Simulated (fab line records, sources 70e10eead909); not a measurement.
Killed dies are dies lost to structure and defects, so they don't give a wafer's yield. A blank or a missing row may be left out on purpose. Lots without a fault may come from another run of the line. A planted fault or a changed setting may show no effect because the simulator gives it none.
Chamber matching | flow nand_harc | NHARC_A_CHANNEL_HOLE_D1_DEP_01 on pecvd-01: 3 sister chambers
The step deposits SiON, target thk 140 nm. 6 wafers are shown with their chamber, then 12 later ones without.

WAFERS WITH THEIR CHAMBER
wafer  | chamber | heater_power_w (W) | chamber_pressure_Torr (Torr)
L086.4 | 2       | 665                | 3.500
L088.4 | 1       | 854                | 3.501
L088.5 | 0       | 926                | 3.516
L091.3 | 1       | 853                | 3.490
L091.4 | 2       | 728                | 3.502
L091.6 | 0       | 988                | 3.504

WAFERS WITHOUT THEIR CHAMBER
wafer  | heater_power_w (W) | chamber_pressure_Torr (Torr)
L092.1 | 789                | 3.510
L092.3 | 999                | 3.519
L092.6 | 785                | 3.497
L094.4 | 704                | 3.495
L094.5 | 778                | 3.505
L094.6 | 890                | 3.511
L096.1 | 918                | 3.500
L096.2 | 872                | 3.518
L096.3 | 663                | 3.498
L097.2 | 942                | 3.499
L097.3 | 887                | 3.503
L097.5 | 684                | 3.504

WHICH CHAMBER EACH WENT THROUGH
wafer  | from the rows above          | in truth
L092.1 | can't be placed: 1 or 2 or 0 | 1
L092.3 | 0                            | 0
L092.6 | can't be placed: 1 or 2      | 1
L094.4 | 2                            | 2
L094.5 | can't be placed: 2 or 1      | 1
L094.6 | can't be placed: 0 or 1      | 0
L096.1 | can't be placed: 0 or 1      | 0
L096.2 | can't be placed: 0 or 1      | 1
L096.3 | 2                            | 2
L097.2 | can't be placed: 0 or 1      | 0
L097.3 | can't be placed: 1 or 0      | 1
L097.5 | 2                            | 2
Placed correctly: 4 of 12. Can't be placed from these rows: 8 (the true chamber is among the candidates in 8). Placed wrongly: 0.
How it was worked out, from the rows above alone: a wafer's distance from a chamber is the root of the sum, over the readings, of the square of ((its reading less the chamber's mean) divided by the reading's scatter). The wafer belongs to the nearest chamber; if the next one is less than 2 further off, it can't be placed. A chamber's mean is the mean of its shown wafers. The scatter: the root of (the sum of the squares of (reading less its chamber's mean) over the shown wafers, divided by (wafers less chambers)).
